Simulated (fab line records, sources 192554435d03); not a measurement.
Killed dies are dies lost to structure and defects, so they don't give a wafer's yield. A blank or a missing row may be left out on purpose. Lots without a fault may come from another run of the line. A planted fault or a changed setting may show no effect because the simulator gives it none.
fab line records | flow n5_finfet
record lots=9 wafers=26 last_day=18
route steps=1938 shown FIN_SAQP@121 BEOL_M4@1111
lots that met no fault: from a run of the same line without faults
start_h: hours from the record's first day to the start of the lot's first wafer shown | wait_h: hours since the lot's step before | " the same as in the row above | L1.1+2: a row that stands for several wafers | - no value, or no start given | * or withheld: withheld | < > ~ a bound
route shown NAME@n: a module of which the file shows steps, and the number in the route of the first | usual: mean/standard deviation of fault-free wafers | same: alike in all rows | chamber/n: place in a boat | sites: the reading at each site | _std_site: their standard deviation | _edge_site: outer sites' mean less inner sites' | radius_mm: how far each site lies from the wafer's centre | mask NAME#n: copy n | behind: the tool/chamber that last shaped the wafer | hold: why the lot was held/for how many hours/how that ended | device: the transistor (n, p or np) that didn't switch | end of line: the same wafers' tests at the end of the route | a step without rows: its recipe alone | killed: dies lost to structure and defects at the first sort, not the wafer's yield | map: a wafer's dies, x killed, . not, _ none there
set.NAME: the setting as run; set.NAME@STEP: as run at that earlier step | model.NAME: the simulator's own value behind a step, which no gauge read
steps of the route over a sample of lots; a table a step, a row a wafer
services: from which hour (start_h, from the record's first day; less than 0 if before it) a tool's chamber was out of use, for how many hours, and why
## steps
# step N5_FIN_SAQP_STRIP_55
# recipe chemistry=N2/H2 power_w=500 temp_c=40 pressure_mtorr=50 rf_frequency_hz=6e+07 overash_fraction=0.3 bias_power_w=28 h2_frac=0.5 n2_flow_sccm=300 h2_flow_sccm=300
# usual drypump_motor_current_A=5.9/0.44 oes_product_au=0.80/0.096 power_w=500.1/1.5 rf_vpp_V=121.7/1.6 showerhead_plenum_p_Torr=3.35/0.14 temp_c=40.01/0.11 throttle_valve_pct=19.0/0.35
# columns lot.wafer tool chamber start_h wait_h drypump_motor_current_A oes_product_au power_w rf_hours_counter_h rf_vpp_V showerhead_plenum_p_Torr temp_c throttle_valve_pct
L122.2 rie_diel-03 2 30.74 0.1 5.1 0.77 500.2 136 118.9 3.39 40.01 19.5
L122.4 " 3 " " 5.5 0.66 500.1 - 120.0 3.18 40.05 18.9
L122.5 " 2 " " 5.1 0.76 502.2 - 122.0 3.39 39.96 19.5
L125.1 rie_diel-02 2 46.02 0.1 6.0 0.84 498.9 74 123.1 3.53 40.04 18.6
L125.3 " 3 " " 6.3 0.70 497.4 248 121.3 3.46 40.13 19.5
L125.5 " 2 " " 6.0 0.85 498.9 - 125.3 3.53 40.05 18.7
L126.1 rie_diel-02 1 52.48 0.1 6.2 0.70 502.2 222 120.8 3.20 40.00 19.1
L126.2 " 2 " " 6.0 0.86 500.6 76 125.3 3.53 39.97 18.7
L126.6 " 1 " " 6.2 0.71 501.3 - 120.5 3.20 40.19 19.1
L127.2 rie_diel-02 1 58.25 0.1 6.2 0.70 498.5 224 121.9 3.20 39.86 19.1
L127.3 " 2 " " 6.0 0.84 499.9 79 123.3 3.53 40.08 18.7
L127.4 " 2 " " 6.0 0.84 498.4 - 121.3 3.53 39.92 18.7
L128.2 rie_diel-02 3 65.30 0.1 6.4 1.03 500.8 0 121.7 3.46 40.07 19.2
L128.3 " 0 " " 6.4 0.77 500.7 134 121.6 3.24 39.78 19.2
L128.5 " 2 " " 6.0 0.83 501.7 - 121.9 3.53 39.99 18.7
L130.1 rie_diel-04 1 76.12 0.1 6.3 0.94 500.3 19 122.9 3.43 40.05 18.7
L130.2 " 2 " " 6.3 0.74 500.7 177 123.6 3.20 40.02 19.1
L130.4 " 0 " " 6.3 0.68 500.3 248 119.7 3.29 39.91 18.9
L132.2 rie_diel-02 1 89.23 0.2 6.2 0.70 499.8 236 119.8 3.19 39.77 19.1
L132.4 " 0 " " 6.4 0.76 497.2 143 121.0 3.24 40.03 19.2
L132.6 " 3 " " 6.4 0.96 501.4 - 123.3 3.45 39.86 19.2
L134.1 rie_diel-04 3 102.18 0.1 5.3 0.91 501.1 18 121.2 3.28 39.98 18.2
L134.2 " 2 " " 6.3 0.72 499.4 189 120.3 3.20 40.08 19.1
L134.3 " 2 " " 6.3 0.72 498.7 - 120.1 3.20 40.19 19.1
L140.2 rie_diel-03 0 137.42 0.1 5.7 0.72 500.7 219 118.9 3.17 40.19 19.1
L140.6 " 2 " " 5.1 0.73 500.9 - 121.7 3.37 40.05 19.6
# step N5_FIN_SAQP_CD_MEAS_27
# recipe target_cd_nm=20 landing_energy_ev=1000 detector=se_inlens polarity=line
# usual cd_nm=20.34/0.24
# same landing_energy_ev=1000
# columns lot.wafer tool chamber start_h wait_h cd_nm
L122.2 cd_sem-01 0 33.04 0.1 20.58
L122.4 " 0 " " 20.44
L122.5 " 0 " " 20.32
L125.1 cd_sem-01 0 47.65 0.1 20.14
L125.3 " 0 " " 20.52
L125.5 " 0 " " 19.89
L126.1 cd_sem-02 0 54.10 0.1 20.90
L126.2 " 0 " " 20.34
L126.6 " 0 " " 20.76
L127.2 cd_sem-01 0 60.00 0.1 20.11
L127.3 " 0 " " 19.92
L127.4 " 0 " " 20.18
L128.2 cd_sem-01 0 66.95 0.1 20.45
L128.3 " 0 " " 20.49
L128.5 " 0 " " 20.41
L130.1 cd_sem-01 0 78.23 0.1 20.37
L130.2 " 0 " " 20.50
L130.4 " 0 " " 20.35
L132.2 cd_sem-02 0 91.46 0.1 20.51
L132.4 " 0 " " 20.29
L132.6 " 0 " " 20.41
L134.1 cd_sem-01 0 103.93 0.1 19.88
L134.2 " 0 " " 20.24
L134.3 " 0 " " 20.10
L140.2 cd_sem-03 0 139.04 0.1 20.48
L140.6 " 0 " " 20.57
# step N5_FIN_SAQP_ETCH_67
# recipe chemistry=CH3F/O2 target=SiNx target_depth_a=300 mask_material=SOC pressure_mtorr=30 source_w=395 bias_w=73 Ar_flow_sccm=150 CH3F_flow_sccm=30 O2_flow_sccm=20 ion_energy_ev=120
# usual bias_w=73.02/0.23 drypump_motor_current_A=6.0/0.42 mfc_ar_sccm=150.0/0.39 oes_product_au=0.82/0.1 rf_vpp_V=300/5.3 showerhead_plenum_p_Torr=1.99/0.079 throttle_valve_pct=16.38/0.21
# columns lot.wafer tool chamber start_h wait_h bias_w drypump_motor_current_A mfc_ar_sccm oes_product_au rf_hours_counter_h rf_vpp_V showerhead_plenum_p_Torr throttle_valve_pct
L122.2 rie_diel-04 3 33.81 0.0 73.11 5.3 149.4 0.67 249 293 1.96 16.42
L122.4 " 0 " " 73.04 6.3 150.5 0.70 231 302 1.97 16.42
L122.5 " 3 " " 72.94 5.3 150.5 0.67 - 292 1.96 16.42
L125.1 rie_diel-03 2 48.43 0.0 73.25 5.1 149.7 0.75 144 307 2.01 16.31
L125.3 " 1 " " 72.65 5.9 149.8 0.95 5 296 2.06 16.53
L125.5 " 1 " " 72.85 5.9 150.2 0.96 - 297 2.06 16.54
L126.1 rie_diel-04 1 55.02 0.0 72.97 6.3 149.8 0.97 12 295 2.06 16.35
L126.2 " 0 " " 72.95 6.3 149.8 0.70 241 303 1.97 16.44
L126.6 " 1 " " 73.05 6.3 149.6 0.98 - 295 2.06 16.34
L127.2 rie_diel-02 1 60.80 0.0 72.74 6.2 149.8 0.70 225 297 1.90 16.46
L127.3 " 0 " " 73.20 6.4 151.0 0.77 132 306 1.93 16.44
L127.4 " 1 " " 73.12 6.2 149.8 0.71 - 296 1.90 16.46
L128.2 rie_diel-02 0 67.95 0.0 73.58 6.4 149.5 0.76 136 306 1.93 16.44
L128.3 " 2 " " 73.03 6.0 150.1 0.84 84 303 2.12 16.23
L128.5 " 1 " " 73.24 6.2 149.7 0.70 - 298 1.89 16.47
L130.1 rie_diel-04 0 79.11 0.0 72.94 6.3 149.8 0.68 249 301 1.96 16.46
L130.2 " 1 " " 73.17 6.3 150.1 0.95 20 295 2.06 16.34
L130.4 " 2 " " 72.99 6.3 149.6 0.73 179 301 1.91 16.77
L132.2 rie_diel-02 2 92.24 0.0 72.87 6.0 149.6 0.84 92 304 2.12 16.24
L132.4 " 3 " " 72.88 6.4 149.7 0.95 9 297 2.05 16.25
L132.6 " 1 " " 72.83 6.2 149.7 0.70 - 296 1.89 16.49
L134.1 rie_diel-02 0 105.01 0.0 73.46 6.4 149.4 0.76 148 308 1.92 16.45
L134.2 " 3 " " 73.09 6.4 149.5 1.17 14 298 2.05 16.26
L134.3 " 1 " " 72.70 6.2 149.7 0.70 242 297 1.89 16.48
L140.2 rie_diel-02 3 139.82 0.0 73.03 6.4 149.4 1.13 27 297 2.04 16.31
L140.6 " 2 " " 73.01 6.0 150.0 1.03 - 304 2.11 16.28
# step N5_FIN_SAQP_CD_MEAS_31
# recipe target_cd_nm=8 landing_energy_ev=1000 detector=se_inlens polarity=line
# usual cd_nm=8.08/0.23
# same landing_energy_ev=1000
# columns lot.wafer tool chamber start_h wait_h cd_nm
L122.2 cd_sem-01 0 36.26 0.1 8.28
L122.4 " 0 " " 8.08
L122.5 " 0 " " 7.97
L125.1 cd_sem-03 0 49.20 0.1 7.91
L125.3 " 0 " " 7.71
L125.5 " 0 " " 7.98
L126.1 cd_sem-02 0 55.78 0.1 8.02
L126.2 " 0 " " 8.48
L126.6 " 0 " " 8.44
L127.2 cd_sem-03 0 61.57 0.1 7.92
L127.3 " 0 " " 8.20
L127.4 " 0 " " 8.48
L128.2 cd_sem-03 0 68.88 0.1 7.97
L128.3 " 0 " " 8.11
L128.5 " 0 " " 8.41
L130.1 cd_sem-01 0 79.88 0.1 7.97
L130.2 " 0 " " 7.86
L130.4 " 0 " " 7.91
L132.2 cd_sem-01 0 95.03 0.1 8.17
L132.4 " 0 " " 8.25
L132.6 " 0 " " 8.14
L134.1 cd_sem-01 0 105.78 0.1 8.00
L134.2 " 0 " " 8.02
L134.3 " 0 " " 7.61
L140.2 cd_sem-01 0 140.64 0.1 8.12
L140.6 " 0 " " 8.61
# step N5_BEOL_M4_RC_MEAS_101
# usual DIBL_N=36.3/1.9 DIBL_P=36.0/2.1 IOFF_N=0.16/0.031 IOFF_P=0.21/0.035 ION_N=675/14 ION_P=464/8.5 SS_N=71.5/0.6 SS_P=73.3/0.72 VT_N=250/3.2 VT_P=-250/3.1
# columns lot.wafer tool chamber start_h wait_h DIBL_N[mV/V] DIBL_P[mV/V] IOFF_N[nA/um] IOFF_P[nA/um] ION_N[uA/um] ION_P[uA/um] SS_N[mV/dec] SS_P[mV/dec] VT_N[mV] VT_P[mV]
L122.2 prober-02 0 173.52 0.2 33.9 34.2 0.12 0.18 658 458 71.0 72.4 252 -251
L122.4 " 0 " " 36.2 36.9 0.16 0.23 668 462 71.5 73.3 250 -248
L122.5 " 0 " " 35.7 35.3 0.14 0.21 656 454 70.8 72.4 252 -249
L125.1 prober-02 0 186.04 0.0 36.8 36.4 0.15 0.20 654 452 72.1 73.0 254 -254
L125.3 " 0 " " 35.1 34.4 0.13 0.18 664 455 70.7 72.6 253 -253
L125.5 " 0 " " 34.9 34.6 0.13 0.18 668 459 71.4 73.1 253 -253
L126.1 prober-01 0 192.67 0.0 34.9 35.4 0.14 0.21 667 468 71.2 72.8 249 -248
L126.2 " 0 " " 33.6 34.7 0.13 0.20 671 470 71.3 72.7 250 -248
L126.6 " 0 " " 33.5 34.3 0.14 0.21 681 480 71.0 72.3 249 -247
L127.2 prober-02 0 198.42 0.2 39.9 40.2 0.22 0.26 692 471 72.2 75.1 247 -246
L127.3 " 0 " " 38.3 37.8 0.18 0.23 689 473 71.7 73.6 247 -246
L127.4 " 0 " " 37.1 35.9 0.17 0.21 701 477 71.5 74.6 246 -248
L128.2 prober-02 0 207.27 0.2 39.5 38.3 0.19 0.27 675 465 72.0 73.3 249 -247
L128.3 " 0 " " 39.9 38.0 0.22 0.27 672 460 72.6 73.2 247 -244
L128.5 " 0 " " 36.4 35.1 0.16 0.22 677 470 70.3 72.6 251 -247
L130.1 prober-01 0 208.91 0.0 37.2 39.2 0.19 0.23 662 451 72.9 73.5 250 -249
L130.2 " 0 " " 33.7 35.7 0.13 0.18 667 454 70.8 72.9 252 -255
L130.4 " 0 " " 30.6 31.6 0.09 0.13 638 441 70.6 72.3 256 -255
L132.2 prober-01 0 295.61 0.2 38.0 36.9 0.18 0.25 688 464 71.5 73.6 248 -250
L132.4 " 0 " " 39.8 38.6 0.22 0.28 686 470 72.1 74.4 247 -246
L132.6 " 0 " " 36.5 34.7 0.15 0.21 667 458 71.7 72.7 251 -250
L134.1 prober-02 0 320.06 0.0 37.1 36.4 0.16 0.20 672 461 72.1 73.9 255 -252
L134.2 " 0 " " 37.9 38.7 0.19 0.26 674 468 71.9 74.0 250 -248
L134.3 " 0 " " 36.8 35.7 0.15 0.21 676 469 71.6 73.9 251 -250
L140.2 prober-01 0 321.02 0.2 36.4 36.4 0.18 0.21 668 460 72.1 73.0 249 -249
L140.6 " 0 " " 36.2 37.6 0.18 0.25 681 469 71.6 74.3 246 -246
## services
# columns tool chamber start_h hours kind
rie_diel-04 1 12.77 - clean
rie_diel-04 1 12.77 - consumable_replace:focus_ring
rie_diel-04 1 12.77 14.8 scheduled_down
rie_diel-04 1 12.77 14.8 vent_cycle
rie_diel-04 - 12.86 0.4 repair
rie_diel-04 - 24.08 0.3 repair
rie_diel-04 3 36.06 - clean
rie_diel-04 3 36.06 - consumable_replace:focus_ring
rie_diel-04 3 36.06 22.7 scheduled_down
rie_diel-03 1 50.89 8.8 repair
rie_diel-02 3 52.36 - clean
rie_diel-02 3 52.36 - consumable_replace:focus_ring
rie_diel-02 3 52.36 12.7 scheduled_down
rie_diel-02 3 52.36 12.7 vent_cycle
rie_diel-04 1 98.25 7.9 repair
rie_diel-04 - 101.94 0.2 repair
rie_diel-03 2 103.38 6.4 repair
rie_diel-03 0 107.48 11.9 repair
rie_diel-04 0 111.02 1.2 repair
rie_diel-02 1 132.22 - clean
rie_diel-02 1 132.22 - consumable_replace:focus_ring
rie_diel-02 1 132.22 - consumable_replace:showerhead
rie_diel-02 1 132.22 12.2 scheduled_down
rie_diel-02 1 132.22 12.2 vent_cycle
## key
first_sign step=N5_FIN_SAQP_ETCH_67 reading=oes_product_au direction=up sigmas=2.9 usual=0.82 struck=1.11
effect none on later readings
met_at N5_FIN_SAQP_ETCH_67
struck_lots L134,L140
struck_wafers L134.2,L140.2,L140.6
not_acting_at N5_FIN_SAQP_STRIP_55,N5_FIN_SAQP_CD_MEAS_27,N5_FIN_SAQP_CD_MEAS_31
onset_between 92.24 105.01
fault kind=process_parameter_drift tool=rie_diel-02 chamber=- onset_h=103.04 steps=N5_FIN_SAQP_ETCH_67 channel=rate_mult offset=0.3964 shape=step end_h=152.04 scope=struck_wafers_only
